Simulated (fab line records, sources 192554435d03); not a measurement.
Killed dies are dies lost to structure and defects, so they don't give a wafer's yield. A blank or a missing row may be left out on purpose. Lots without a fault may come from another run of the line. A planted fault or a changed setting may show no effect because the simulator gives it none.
Chamber matching | flow n5_finfet | N5_BEOL_M5_STRIP_64 on rie_diel-05: 4 sister chambers
The step strips in CF4. 4 wafers are shown with their chamber, then 7 later ones without.

WAFERS WITH THEIR CHAMBER
wafer  | chamber | showerhead_plenum_p_Torr (Torr)
L081.3 | 3       | 1.84
L082.6 | 2       | 1.80
L089.1 | 1       | 1.81
L089.3 | 0       | 1.73

WAFERS WITHOUT THEIR CHAMBER
wafer  | showerhead_plenum_p_Torr (Torr)
L089.5 | 1.79
L090.4 | 1.79
L090.5 | 1.73
L090.6 | 1.81
L092.1 | 1.83
L092.2 | 1.81
L092.3 | 1.79

WHICH CHAMBER EACH WENT THROUGH
wafer  | from the rows above     | in truth
L089.5 | can't be placed: 2 or 1 | 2
L090.4 | can't be placed: 2 or 1 | 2
L090.5 | 0                       | 0
L090.6 | can't be placed: 1 or 2 | 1
L092.1 | can't be placed: 3 or 1 | 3
L092.2 | can't be placed: 1 or 2 | 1
L092.3 | can't be placed: 2 or 1 | 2
Placed correctly: 1 of 7. Can't be placed from these rows: 6 (the true chamber is among the candidates in 6). Placed wrongly: 0.
How it was worked out, from the rows above alone: a wafer's distance from a chamber is the root of the sum, over the readings, of the square of ((its reading less the chamber's mean) divided by the reading's scatter). The wafer belongs to the nearest chamber; if the next one is less than 2 further off, it can't be placed. A chamber's mean is the mean of its shown wafers. The scatter: with one shown wafer a chamber, the root of the mean of the squares of how far each hidden wafer lies from its nearest shown one.
